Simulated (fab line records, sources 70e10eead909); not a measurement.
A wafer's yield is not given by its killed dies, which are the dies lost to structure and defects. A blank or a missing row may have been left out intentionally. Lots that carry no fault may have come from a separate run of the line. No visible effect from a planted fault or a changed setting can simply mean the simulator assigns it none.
Matching of chambers    flow nandHarc    NHARC_A_M1_CMP_23 on cmp-02 has 4 sister chambers
The step polishes, t overpolish 20 s, target thk 154.34 nm. 8 wafers are shown with their chamber, then 10 later ones without.

## WAFERS PAIRED WITH THEIR CHAMBERS
wafer   chamber  motorCurrentA (A)  timeToEndpointS (s)
L083.1  3        16.9               32.5
L087.2  1        13.3               26.2
L087.4  3        16.4               31.7
L086.3  0        11.0               27.8
L086.4  1        13.2               27.2
L086.5  2        11.7               26.0
L085.3  0        10.8               29.3
L085.5  2        11.7               27.6

## WAFERS WHOSE CHAMBER IS MISSING
wafer   motorCurrentA (A)  timeToEndpointS (s)
L085.6  12.9               26.7
L089.1  13.3               26.1
L089.5  13.5               25.8
L089.6  11.2               27.3
L092.1  11.2               25.4
L092.5  15.9               30.8
L092.6  12.1               23.6
L093.2  12.1               27.3
L093.3  11.0               28.2
L093.6  16.6               30.5

## THE CHAMBER EACH PASSED THROUGH
wafer   from the rows above      in truth
L085.6  1                        1
L089.1  1                        1
L089.5  1                        1
L089.6  can't be placed: 0 or 2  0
L092.1  can't be placed: 2 or 0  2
L092.5  3                        3
L092.6  2                        2
L093.2  2                        2
L093.3  0                        0
L093.6  3                        3
Correctly placed: 8 of 10. Cannot be placed on the basis of these rows: 2; the candidates contain the true chamber in 2. Placed wrongly: 0.
How it was worked out, from the rows above alone: a wafer's distance from a chamber is the root of the sum, over the readings, of the square of ((its reading less the chamber's mean) divided by the reading's scatter). The wafer belongs to the nearest chamber; if the next one is less than 2 further off, it can't be placed. For every chamber, the mean is computed from those of its wafers that are shown. How the scatter is found: for the shown wafers, subtract from each reading the mean of its chamber, square and add these, divide the total by (wafers less chambers), then take the root.
